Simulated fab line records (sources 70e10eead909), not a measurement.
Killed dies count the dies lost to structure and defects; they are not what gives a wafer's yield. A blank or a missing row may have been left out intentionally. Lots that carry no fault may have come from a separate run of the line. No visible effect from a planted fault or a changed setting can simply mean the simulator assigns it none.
fab line records | flow nand_harc
record lots=12 | wafers=36 | last_day=33
route steps=1302 shown A_STAIRCASE@681 END@1302
lots that met no fault: taken from a fault-free run of the same line
start_h: hours from the record's opening day to when the first of the lot's shown wafers began | wait_h: hours elapsed since this lot's preceding step | " as in the row above | L1.1+2: several wafers, shown together as one row | - value missing, or start not given | * or withheld: withheld | < > ~ a bound
route shown NAME@n: names a module that has steps shown in the file, with the first one's number in the route | usual: mean and standard deviation over wafers with no fault | same: alike in all rows | chamber/n: place in a boat | sites: readings site by site | _std_site: their standard deviation | _edge_site: mean of outer sites minus mean of inner sites | radius_mm: how far each site lies from the wafer's centre | mask NAME#n: copy n | behind: the last tool/chamber to shape the wafer | hold: why the lot went on hold/how many hours it stayed there/how the hold came to an end | device: names the non-switching transistor (n, p or np) | end of line: tests run on the same wafers once the route is complete | a step given without rows: its recipe and nothing more | killed: dies lost to structure and defects at the first sort, not the wafer's yield | map: dies across one wafer; x = killed, . = not, _ = none there
set.NAME: the run value of the setting; set.NAME@STEP: its run value at that earlier step | model.NAME: the simulator's own value behind a step, which no gauge read
one table for each step of the route and one row for each wafer, over a sample of lots
services: from which hour (start_h, from the record's first day; less than 0 if before it) a tool's chamber was out of use, for how many hours, and why
## steps
# step NHARC_A_STAIRCASE_TRIM_24
# recipe time_s=211.2 | o2_flow_sccm=500 | ar_flow_sccm=0 | bias_w=0 | chemistry=O2
# usual drypump_motor_current_A=5.5/0.38 | oes_product_au=1.001/0.011 | rf_vpp_V=57.8/0.95 | showerhead_plenum_p_Torr=3.58/0.16 | throttle_valve_pct=17.038/0.0096
# same bias_w=0
lot.wafer | tool        | chamber | start_h | wait_h | drypump_motor_current_A | oes_product_au | rf_hours_counter_h | rf_vpp_V | showerhead_plenum_p_Torr | throttle_valve_pct
L483.1    | rie_diel-03 | 2       | -       | -      | 6.0                     | 1.003          | 19                 | 58.4     | 3.60                     | 17.036
L483.5    | "           | 2       | "       | "      | 6.0                     | 0.998          | -                  | 58.7     | 3.60                     | 17.035
L483.4    | "           | 1       | "       | "      | 5.7                     | 0.998          | -                  | 56.8     | 3.60                     | 17.039
L484.4    | rie_diel-06 | 1       | -       | -      | 4.8                     | 0.999          | 29                 | 57.4     | 3.44                     | 17.039
L484.3    | "           | 2       | "       | "      | 5.7                     | 0.994          | 26                 | 58.5     | 3.79                     | 17.019
L484.1    | "           | 3       | "       | "      | 5.4                     | 0.992          | 26                 | 59.0     | 3.79                     | 17.029
L485.2    | rie_diel-09 | 2       | -       | -      | 5.5                     | 1.012          | 21                 | 56.9     | 3.40                     | 17.062
L485.4    | "           | 0       | "       | "      | 5.8                     | 1.017          | 20                 | 58.1     | 3.77                     | 17.027
L485.6    | "           | 2       | "       | "      | 5.6                     | 1.013          | -                  | 58.2     | 3.40                     | 17.027
L490.4    | rie_diel-09 | 2       | -       | -      | 5.6                     | 1.005          | 38                 | 57.5     | 3.39                     | 17.023
L490.1    | "           | 3       | "       | "      | 4.9                     | 1.010          | 35                 | 56.9     | 3.54                     | 17.036
L490.3    | "           | 0       | "       | "      | 5.8                     | 1.022          | 33                 | 57.7     | 3.76                     | 17.047
L497.1    | rie_diel-03 | 1       | -       | -      | 5.6                     | 1.016          | 10                 | 57.3     | 3.58                     | 17.041
L497.2    | "           | 2       | "       | "      | 6.0                     | 0.996          | 14                 | 56.7     | 3.58                     | 17.023
L497.6    | "           | 0       | "       | "      | 6.1                     | 0.991          | -                  | 57.3     | 3.38                     | 17.049
L495.1    | rie_diel-06 | 0       | -       | -      | 5.4                     | 0.978          | 5                  | 59.0     | 3.74                     | 17.063
L495.4    | "           | 1       | "       | "      | 4.9                     | 1.005          | 3                  | 58.9     | 3.42                     | 17.051
L495.3    | "           | 3       | "       | "      | 5.4                     | 0.998          | 5                  | 58.5     | 3.77                     | 17.032
L496.4    | rie_diel-03 | 2       | -       | -      | 6.0                     | 0.999          | 16                 | 56.6     | 3.58                     | 17.044
L496.3    | "           | 0       | "       | "      | 6.2                     | 0.987          | 12                 | 57.3     | 3.38                     | 17.033
L496.6    | "           | 3       | "       | "      | 5.9                     | 0.986          | -                  | 55.8     | 3.40                     | 17.051
L501.1    | rie_diel-06 | 1       | -       | -      | 4.8                     | 1.023          | 19                 | 57.8     | 3.41                     | 17.034
L501.6    | "           | 2       | "       | "      | 5.7                     | 0.991          | -                  | 58.5     | 3.76                     | 17.041
L501.5    | "           | 3       | "       | "      | 5.4                     | 0.991          | -                  | 59.1     | 3.76                     | 17.039
L502.1    | rie_diel-06 | 2       | -       | -      | 5.7                     | 0.978          | 22                 | 58.8     | 3.76                     | 17.040
L502.4    | "           | 3       | "       | "      | 5.4                     | 0.987          | 20                 | 57.4     | 3.76                     | 17.037
L502.6    | "           | 0       | "       | "      | 5.4                     | 0.982          | -                  | 57.7     | 3.72                     | 17.040
L504.4    | rie_diel-09 | 2       | -       | -      | 5.6                     | 1.012          | 19                 | 56.4     | 3.37                     | 17.056
L504.1    | "           | 0       | "       | "      | 5.8                     | 1.010          | 20                 | 59.9     | 3.74                     | 17.023
L504.2    | "           | 1       | "       | "      | 5.5                     | 0.997          | 16                 | 56.5     | 3.35                     | 17.040
L503.3    | rie_diel-03 | 2       | -       | -      | 6.0                     | 1.013          | 35                 | 56.2     | 3.57                     | 17.047
L503.1    | "           | 3       | "       | "      | 5.9                     | 0.996          | 35                 | 58.4     | 3.39                     | 17.058
L503.5    | "           | 2       | "       | "      | 6.0                     | 1.017          | -                  | 55.8     | 3.57                     | 17.048
L505.4    | rie_diel-09 | 3       | -       | -      | 4.9                     | 1.008          | 29                 | 56.5     | 3.51                     | 17.023
L505.1    | "           | 1       | "       | "      | 5.5                     | 0.995          | 25                 | 57.3     | 3.34                     | 17.048
L505.6    | "           | 3       | "       | "      | 4.9                     | 1.000          | -                  | 58.1     | 3.51                     | 17.048
# step NHARC_A_STAIRCASE_ETCH_25
# recipe target_depth_a=1000 | time_s=40.5 | ion_energy_ev=400 | c4f8_flow_sccm=20 | o2_flow_sccm=10 | ar_flow_sccm=withheld | rf_w=600 | bias_w=1000 | chemistry=C4F8/O2
# usual bias_w=1000/3.4 | chamber_pressure_mTorr=24.999/0.023 | oes_product_au=0.942/0.013 | rf_vpp_V=898/5.8
lot.wafer | tool        | chamber | start_h | wait_h | bias_w | chamber_pressure_mTorr | oes_product_au | rf_hours_counter_h | rf_vpp_V
L483.1    | rie_diel-03 | 1       | -       | -      | 999    | 24.981                 | 0.941          | 18                 | 899
L483.5    | "           | 1       | "       | "      | 999    | 24.984                 | 0.925          | -                  | 897
L483.4    | "           | 0       | "       | "      | 996    | 25.022                 | 0.922          | -                  | 890
L484.1    | rie_diel-06 | 3       | -       | -      | 999    | 25.018                 | 0.949          | 26                 | 905
L484.4    | "           | 0       | "       | "      | 1002   | 25.020                 | 0.940          | 29                 | 903
L484.3    | "           | 1       | "       | "      | 1001   | 25.015                 | 0.936          | 29                 | 892
L485.2    | rie_diel-09 | 1       | -       | -      | 1005   | 25.006                 | 0.968          | 21                 | 892
L485.4    | "           | 0       | "       | "      | 1001   | 24.989                 | 0.951          | 20                 | 904
L485.6    | "           | 2       | "       | "      | 999    | 24.991                 | 0.945          | -                  | 891
L490.1    | rie_diel-09 | 0       | -       | -      | 1002   | 25.016                 | 0.963          | 33                 | 905
L490.3    | "           | 1       | "       | "      | 1001   | 24.991                 | 0.949          | 40                 | 890
L490.4    | "           | 2       | "       | "      | 999    | 24.968                 | 0.947          | 38                 | 890
L497.1    | rie_diel-03 | 1       | -       | -      | 992    | 25.002                 | 0.931          | 10                 | 899
L497.2    | "           | 2       | "       | "      | 1000   | 25.009                 | 0.933          | 14                 | 898
L497.6    | "           | 3       | "       | "      | 996    | 25.013                 | 0.989          | -                  | 891
L495.1    | rie_diel-06 | 3       | -       | -      | 999    | 25.015                 | 0.937          | 5                  | 903
L495.3    | "           | 1       | "       | "      | 1005   | 25.013                 | 0.947          | 3                  | 892
L495.4    | "           | 2       | "       | "      | 1003   | 25.011                 | 0.935          | 3                  | 905
L496.3    | rie_diel-03 | 2       | -       | -      | 999    | 25.032                 | 0.943          | 16                 | 898
L496.4    | "           | 3       | "       | "      | 997    | 24.979                 | 0.930          | 16                 | 891
L496.6    | "           | 2       | "       | "      | 999    | 25.032                 | 0.934          | -                  | 898
L501.1    | rie_diel-06 | 0       | -       | -      | 1000   | 24.952                 | 0.911          | 23                 | 904
L501.6    | "           | 2       | "       | "      | 1002   | 25.040                 | 0.924          | -                  | 904
L501.5    | "           | 3       | "       | "      | 994    | 24.999                 | 0.928          | -                  | 904
L504.1    | rie_diel-09 | 2       | -       | -      | 999    | 24.962                 | 0.952          | 19                 | 891
L504.4    | "           | 0       | "       | "      | 1002   | 25.025                 | 0.975          | 20                 | 904
L504.2    | "           | 1       | "       | "      | 994    | 24.992                 | 0.962          | 16                 | 888
L503.3    | rie_diel-03 | 1       | -       | -      | 998    | 24.954                 | 0.945          | 30                 | 898
L503.1    | "           | 2       | "       | "      | 994    | 24.969                 | 0.948          | 35                 | 899
L503.5    | "           | 1       | "       | "      | 996    | 24.969                 | 0.942          | -                  | 897
L502.4    | rie_diel-06 | 0       | -       | -      | 1003   | 25.018                 | 0.916          | 31                 | 901
L502.1    | "           | 2       | "       | "      | 998    | 25.048                 | 0.929          | 24                 | 904
L502.6    | "           | 3       | "       | "      | 1004   | 24.980                 | 0.934          | -                  | 904
L505.1    | rie_diel-09 | 2       | -       | -      | 998    | 25.038                 | 0.959          | 26                 | 890
L505.4    | "           | 0       | "       | "      | 1001   | 25.023                 | 0.946          | 28                 | 903
L505.6    | "           | 3       | "       | "      | 1002   | 25.011                 | 0.938          | -                  | 893
# step NHARC_A_STAIRCASE_ETCH_27
# recipe target_depth_a=1000 | time_s=40.5 | ion_energy_ev=400 | c4f8_flow_sccm=20 | o2_flow_sccm=10 | ar_flow_sccm=withheld | rf_w=600 | bias_w=1000 | chemistry=C4F8/O2
# usual bias_w=999/3 | chamber_pressure_mTorr=24.999/0.024 | oes_product_au=0.945/0.012 | rf_vpp_V=898/5.9
lot.wafer | tool        | chamber | start_h | wait_h | bias_w | chamber_pressure_mTorr | oes_product_au | rf_hours_counter_h | rf_vpp_V
L483.1    | rie_diel-03 | 0       | 365.05  | -      | 998    | 24.992                 | 0.935          | 18                 | 890
L483.5    | "           | 2       | "       | "      | 1003   | 24.992                 | 0.930          | -                  | 899
L483.4    | "           | 0       | "       | "      | 993    | 25.009                 | 0.930          | -                  | 890
L484.3    | rie_diel-06 | 2       | 384.68  | -      | 998    | 24.980                 | 0.953          | 26                 | 905
L484.1    | "           | 3       | "       | "      | 998    | 24.976                 | 0.945          | 26                 | 907
L484.4    | "           | 1       | "       | "      | 1000   | 24.999                 | 0.948          | 29                 | 893
L485.4    | rie_diel-09 | 0       | 396.58  | -      | 998    | 24.968                 | 0.941          | 20                 | 905
L485.2    | "           | 1       | "       | "      | 993    | 24.989                 | 0.945          | 21                 | 889
L485.6    | "           | 0       | "       | "      | 1000   | 24.962                 | 0.942          | -                  | 905
L490.1    | rie_diel-09 | 3       | 439.86  | -      | 998    | 25.001                 | 0.950          | 35                 | 895
L490.3    | "           | 1       | "       | "      | 1003   | 24.964                 | 0.935          | 40                 | 891
L490.4    | "           | 2       | "       | "      | 997    | 25.012                 | 0.952          | 38                 | 890
L497.2    | rie_diel-03 | 0       | 501.98  | -      | -      | -                      | -              | -                  | -
L497.1    | "           | 2       | "       | "      | -      | -                      | -              | -                  | -
L497.6    | "           | 1       | "       | "      | -      | -                      | -              | -                  | -
L495.1    | rie_diel-06 | 0       | 502.77  | -      | -      | -                      | -              | -                  | -
L495.4    | "           | 2       | "       | "      | -      | -                      | -              | -                  | -
L495.3    | "           | 3       | "       | "      | -      | -                      | -              | -                  | -
L496.4    | rie_diel-03 | 3       | 507.97  | -      | -      | -                      | -              | -                  | -
L496.3    | "           | 1       | "       | "      | -      | -                      | -              | -                  | -
L496.6    | "           | 3       | "       | "      | -      | -                      | -              | -                  | -
L501.1    | rie_diel-06 | 0       | 538.45  | -      | 998    | 25.025                 | 0.941          | 23                 | 903
L501.5    | "           | 2       | "       | "      | 1002   | 24.969                 | 0.932          | -                  | 904
L501.6    | "           | 3       | "       | "      | 1005   | 24.973                 | 0.942          | -                  | 903
L504.1    | rie_diel-09 | 0       | 562.80  | -      | 1000   | 24.965                 | 0.958          | 20                 | 904
L504.2    | "           | 1       | "       | "      | 996    | 25.016                 | 0.933          | 16                 | 890
L504.4    | "           | 2       | "       | "      | 999    | 25.021                 | 0.964          | 19                 | 892
L503.1    | rie_diel-03 | 3       | 563.04  | -      | 996    | 25.004                 | 0.938          | 35                 | 890
L503.3    | "           | 1       | "       | "      | 1002   | 24.989                 | 0.953          | 30                 | 897
L503.5    | "           | 3       | "       | "      | 1002   | 25.024                 | 0.929          | -                  | 890
L502.4    | rie_diel-06 | 2       | 565.34  | -      | 999    | 24.961                 | 0.921          | 24                 | 903
L502.1    | "           | 3       | "       | "      | 1002   | 25.012                 | 0.944          | 24                 | 904
L502.6    | "           | 0       | "       | "      | 998    | 25.016                 | 0.937          | -                  | 901
L505.1    | rie_diel-09 | 3       | 583.76  | -      | 991    | 24.977                 | 0.945          | 29                 | 895
L505.4    | "           | 1       | "       | "      | 998    | 25.001                 | 0.929          | 25                 | 888
L505.6    | "           | 0       | "       | "      | 1000   | 25.003                 | 0.955          | -                  | 903
# step NHARC_A_STAIRCASE_DESCUM_186
# recipe time_s=3 | o2_flow_sccm=200 | ar_flow_sccm=0 | bias_power_w=0 | chemistry=O2
# usual drypump_motor_current_A=5.7/0.37 | oes_product_au=1.001/0.011 | rf_vpp_V=57.7/0.97 | showerhead_plenum_p_Torr=1.92/0.087 | throttle_valve_pct=11.310/0.0098
lot.wafer | tool        | chamber | start_h | wait_h | drypump_motor_current_A | oes_product_au | rf_hours_counter_h | rf_vpp_V | showerhead_plenum_p_Torr | throttle_valve_pct
L483.1    | rie_diel-06 | 1       | 367.00  | -      | 4.8                     | 1.010          | 26                 | 57.7     | 1.86                     | 11.304
L483.4    | "           | 3       | "       | "      | 5.4                     | 1.000          | 22                 | 59.8     | 2.07                     | 11.318
L483.5    | "           | 0       | "       | "      | 5.4                     | 1.003          | -                  | 59.3     | 2.05                     | 11.318
L484.1    | rie_diel-09 | 1       | 386.38  | -      | 5.5                     | 1.011          | 18                 | 58.1     | 1.83                     | 11.291
L484.3    | "           | 2       | "       | "      | 5.6                     | 1.008          | 17                 | 57.6     | 1.84                     | 11.304
L484.4    | "           | 3       | "       | "      | 4.9                     | 1.008          | 16                 | 57.9     | 1.92                     | 11.311
L485.2    | rie_diel-03 | 1       | 398.35  | -      | 5.6                     | 1.018          | 31                 | 58.5     | 1.95                     | 11.304
L485.4    | "           | 3       | "       | "      | 5.8                     | 0.996          | 26                 | 58.1     | 1.85                     | 11.320
L485.6    | "           | 1       | "       | "      | 5.6                     | 1.015          | -                  | 56.4     | 1.95                     | 11.300
L490.1    | rie_diel-03 | 2       | 442.25  | -      | 6.1                     | 1.011          | 38                 | 57.5     | 1.95                     | 11.314
L490.3    | "           | 3       | "       | "      | 5.9                     | 0.989          | 38                 | 57.3     | 1.84                     | 11.314
L490.4    | "           | 0       | "       | "      | 6.1                     | 1.001          | 42                 | 57.9     | 1.83                     | 11.312
L497.2    | rie_diel-03 | 3       | 503.67  | -      | 5.8                     | 0.996          | 13                 | 55.5     | 1.84                     | 11.305
L497.1    | "           | 0       | "       | "      | 6.1                     | 0.996          | 10                 | 57.7     | 1.83                     | 11.309
L497.6    | "           | 2       | "       | "      | 6.1                     | 1.003          | -                  | 57.2     | 1.95                     | 11.296
L495.4    | rie_diel-03 | 0       | 504.45  | -      | 6.1                     | 0.983          | 10                 | 56.2     | 1.83                     | 11.303
L495.3    | "           | 1       | "       | "      | 5.6                     | 1.000          | 10                 | 58.5     | 1.94                     | 11.292
L495.1    | "           | 3       | "       | "      | 5.9                     | 0.996          | 14                 | 59.2     | 1.84                     | 11.333
L496.3    | rie_diel-03 | 3       | 509.64  | -      | 5.9                     | 0.975          | 17                 | 57.5     | 1.84                     | 11.330
L496.4    | "           | 2       | "       | "      | 6.0                     | 0.999          | 17                 | 58.2     | 1.94                     | 11.309
L496.6    | "           | 0       | "       | "      | 6.1                     | 0.983          | -                  | 57.1     | 1.83                     | 11.319
L501.1    | rie_diel-03 | 1       | 540.16  | -      | 5.6                     | 1.013          | 23                 | 57.0     | 1.94                     | 11.303
L501.6    | "           | 3       | "       | "      | 5.8                     | 0.998          | -                  | 55.9     | 1.83                     | 11.301
L501.5    | "           | 0       | "       | "      | 6.1                     | 0.998          | -                  | 56.5     | 1.82                     | 11.300
L504.2    | rie_diel-09 | 3       | 564.48  | -      | 4.9                     | 0.996          | 23                 | 55.8     | 1.90                     | 11.305
L504.4    | "           | 0       | "       | "      | 5.8                     | 1.014          | 20                 | 58.4     | 2.04                     | 11.308
L504.1    | "           | 2       | "       | "      | 5.6                     | 1.015          | 19                 | 58.0     | 1.82                     | 11.316
L503.1    | rie_diel-09 | 3       | 564.72  | -      | 4.9                     | 0.977          | 23                 | 57.1     | 1.90                     | 11.323
L503.3    | "           | 1       | "       | "      | 5.5                     | 0.989          | 17                 | 56.9     | 1.81                     | 11.309
L503.5    | "           | 3       | "       | "      | 4.9                     | 0.999          | -                  | 59.6     | 1.90                     | 11.314
L502.1    | rie_diel-03 | 3       | 567.03  | -      | 5.8                     | 0.985          | 36                 | 58.0     | 1.83                     | 11.298
L502.4    | "           | 1       | "       | "      | 5.6                     | 1.009          | 31                 | 59.4     | 1.94                     | 11.327
L502.6    | "           | 2       | "       | "      | 6.0                     | 0.992          | -                  | 57.9     | 1.94                     | 11.317
L505.1    | rie_diel-03 | 3       | 585.34  | -      | 5.9                     | 0.999          | 44                 | 58.0     | 1.83                     | 11.304
L505.4    | "           | 0       | "       | "      | 6.1                     | 0.991          | 37                 | 57.8     | 1.82                     | 11.310
L505.6    | "           | 3       | "       | "      | 5.9                     | 0.991          | -                  | 57.9     | 1.83                     | 11.303
# step NHARC_END_SORT_01
# recipe temp_c=25
# usual killed_at_array=59/17 | killed_at_other=0.9/1.6 | killed_at_periphery=3.7/2.3 | killed_dies=64/17 | killed_open=3.3/1.8 | killed_short=2.4/1.6
# same gross_dies=677
lot.wafer | tool      | chamber | start_h | wait_h | killed_at_array | killed_at_other | killed_at_periphery | killed_dies | killed_open | killed_short
L495.1    | prober-01 | 0       | 700.55  | 2.5    | 673             | 0               | 4                   | 677         | 3           | 4
L495.3    | prober-01 | 0       | 702.15  | 3.1    | 676             | 1               | 0                   | 677         | 4           | 2
L495.4    | prober-01 | 0       | 702.94  | 3.4    | 675             | 0               | 2                   | 677         | 3           | 0
L496.3    | prober-01 | 0       | 709.97  | 3.1    | 667             | 1               | 9                   | 677         | 3           | 2
L496.4    | prober-01 | 0       | 710.77  | 3.4    | 665             | 0               | 12                  | 677         | 1           | 3
L496.6    | prober-01 | 0       | 712.36  | 4.0    | 670             | 0               | 7                   | 677         | 4           | 3
L497.1    | prober-01 | 0       | 716.15  | 2.5    | 676             | 0               | 1                   | 677         | 4           | 2
L497.2    | prober-01 | 0       | 716.95  | 2.8    | 674             | 0               | 3                   | 677         | 1           | 7
L497.6    | prober-01 | 0       | 720.13  | 4.0    | 668             | 0               | 9                   | 677         | 2           | 2
# killed by level:class
L495.1 A_STAIRCASE:area_etch=612 A_CHANNEL_HOLE_D1:chamber_film_flake=20 A_CHANNEL_HOLE_D2:chamber_film_flake=17 A_CONTACT:chamber_film_flake=5 A_BLC:chamber_film_flake=4 A_ZERO_WELL:chamber_film_flake=3 A_SLIT:chamber_film_flake=3 A_CHANNEL_FILL_D1:geometric_particle:open=2
L495.3 A_STAIRCASE:area_etch=610 A_CHANNEL_HOLE_D1:chamber_film_flake=28 A_CHANNEL_HOLE_D2:chamber_film_flake=14 A_CONTACT:chamber_film_flake=6 A_BLC:chamber_film_flake=3 A_CHANNEL_HOLE_D1:geometric_particle:open=2 A_ZERO_WELL:chamber_film_flake=2 A_SLIT:chamber_film_flake=2
L495.4 A_STAIRCASE:area_etch=601 A_CHANNEL_HOLE_D1:chamber_film_flake=28 A_CHANNEL_HOLE_D2:chamber_film_flake=26 A_CONTACT:chamber_film_flake=11 P_BONDPAD:chamber_film_flake=2 A_WL_FILL:chamber_film_flake=2 A_CHANNEL_HOLE_D1:geometric_particle:open=1 A_CHANNEL_FILL_D1:geometric_particle:open=1
L496.3 A_STAIRCASE:area_etch=623 A_SLIT:chamber_film_flake=30 P_CONTACT:chamber_film_flake=5 A_CHANNEL_HOLE_D1:chamber_film_flake=5 A_CONTACT:chamber_film_flake=2 A_BLC:chamber_film_flake=2 P_STI:geometric_particle:open=1 P_STI:geometric_particle:short=1
L496.4 A_STAIRCASE:area_etch=616 A_SLIT:chamber_film_flake=31 P_CONTACT:chamber_film_flake=8 A_CHANNEL_HOLE_D1:chamber_film_flake=7 A_STAIRCASE:chamber_film_flake=4 A_BLC:chamber_film_flake=3 P_GATE:chamber_film_flake=2 P_M0:geometric_particle:open=1
L496.6 A_STAIRCASE:area_etch=628 A_SLIT:chamber_film_flake=23 A_CHANNEL_HOLE_D1:chamber_film_flake=7 P_CONTACT:chamber_film_flake=3 A_ONON_D1:geometric_particle:short=2 A_CONTACT:geometric_particle:open=2 A_CHANNEL_FILL_D1:chamber_film_flake=2 A_CONTACT:chamber_film_flake=2
L497.1 A_STAIRCASE:area_etch=591 A_CHANNEL_HOLE_D1:chamber_film_flake=42 A_CHANNEL_HOLE_D2:chamber_film_flake=19 A_STAIRCASE:chamber_film_flake=7 A_CONTACT:chamber_film_flake=6 A_SLIT:chamber_film_flake=3 A_M0:geometric_particle:open=2 A_WL_FILL:chamber_film_flake=2
L497.2 A_STAIRCASE:area_etch=592 A_CHANNEL_HOLE_D2:chamber_film_flake=23 A_CHANNEL_HOLE_D1:chamber_film_flake=21 A_STAIRCASE:chamber_film_flake=16 A_CONTACT:chamber_film_flake=7 P_GATE:chamber_film_flake=3 A_SLIT:chamber_film_flake=3 A_WL_FILL:geometric_particle:short=2
L497.6 A_STAIRCASE:area_etch=590 A_CHANNEL_HOLE_D1:chamber_film_flake=34 A_CHANNEL_HOLE_D2:chamber_film_flake=21 A_CONTACT:chamber_film_flake=7 A_STAIRCASE:chamber_film_flake=6 P_GATE:chamber_film_flake=4 P_STI:chamber_film_flake=3 A_ZERO_WELL:chamber_film_flake=3
## services
tool        | chamber | start_h | hours | kind
rie_diel-03 | 0       | 340.15  | -     | clean
rie_diel-03 | 1       | 340.15  | -     | clean
rie_diel-03 | 2       | 340.15  | -     | clean
rie_diel-03 | 3       | 340.15  | -     | clean
rie_diel-03 | -       | 351.69  | 1.7   | repair
rie_diel-03 | 3       | 364.10  | 3.4   | repair
rie_diel-03 | 0       | 364.75  | -     | clean
rie_diel-03 | 1       | 364.75  | -     | clean
rie_diel-03 | 2       | 364.75  | -     | clean
rie_diel-06 | 2       | 377.73  | 5.2   | repair
rie_diel-03 | 0       | 389.25  | -     | clean
rie_diel-03 | 1       | 389.25  | -     | clean
rie_diel-03 | 2       | 389.25  | -     | clean
rie_diel-03 | 3       | 389.25  | -     | clean
rie_diel-09 | 0       | 406.89  | 7.1   | repair
rie_diel-03 | 0       | 413.77  | -     | clean
rie_diel-06 | 1       | 445.42  | 16.8  | repair
rie_diel-03 | -       | 459.15  | 9.0   | pm
rie_diel-06 | -       | 472.81  | 0.5   | repair
rie_diel-06 | -       | 484.44  | 9.0   | pm
rie_diel-03 | 0       | 491.44  | 8.7   | repair
rie_diel-09 | -       | 499.72  | 9.0   | pm
rie_diel-03 | 3       | 499.98  | 1.6   | repair
rie_diel-06 | 3       | 508.98  | 12.6  | repair
## key
first_sign step=NHARC_A_STAIRCASE_ETCH_27 | reading=tool_record | direction=missing
effect step=NHARC_END_SORT_01 | reading=killed_at_array | direction=up | sigmas=37 | usual=59 | struck=672
more_kills_born_at NHARC_A_STAIRCASE_ETCH_27@rie_diel-03=3640 | NHARC_A_STAIRCASE_ETCH_27@rie_diel-06=1823
met_at NHARC_A_STAIRCASE_ETCH_27
struck_lots L495,L496,L497
later_rows_left_out L495.1,L495.3,L495.4,L496.3,L496.4,L496.6,L497.1,L497.2,L497.6
tester_left_out L495,L496,L497
not_acting_at NHARC_A_STAIRCASE_TRIM_24,NHARC_A_STAIRCASE_ETCH_25,NHARC_A_STAIRCASE_DESCUM_186
onset_between 384.68 501.98
fault kind=skipped_step_whole | tool=rie_diel-03,rie_diel-06 | chamber=- | onset_h=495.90 | steps=NHARC_A_STAIRCASE_ETCH_27 | scope=struck_lots_only
# tester_left_out: of these lots the tester's yield and bins aren't shown, on N5 and GAA mostly nor the transistor test; their killed dies are dies lost to structure and defects alone, not to doping, threshold or leakage, so they don't give the yield
# later_rows_left_out: the simulator's readings of these wafers behind a module that went badly wrong aren't trusted and aren't shown, but for the sort
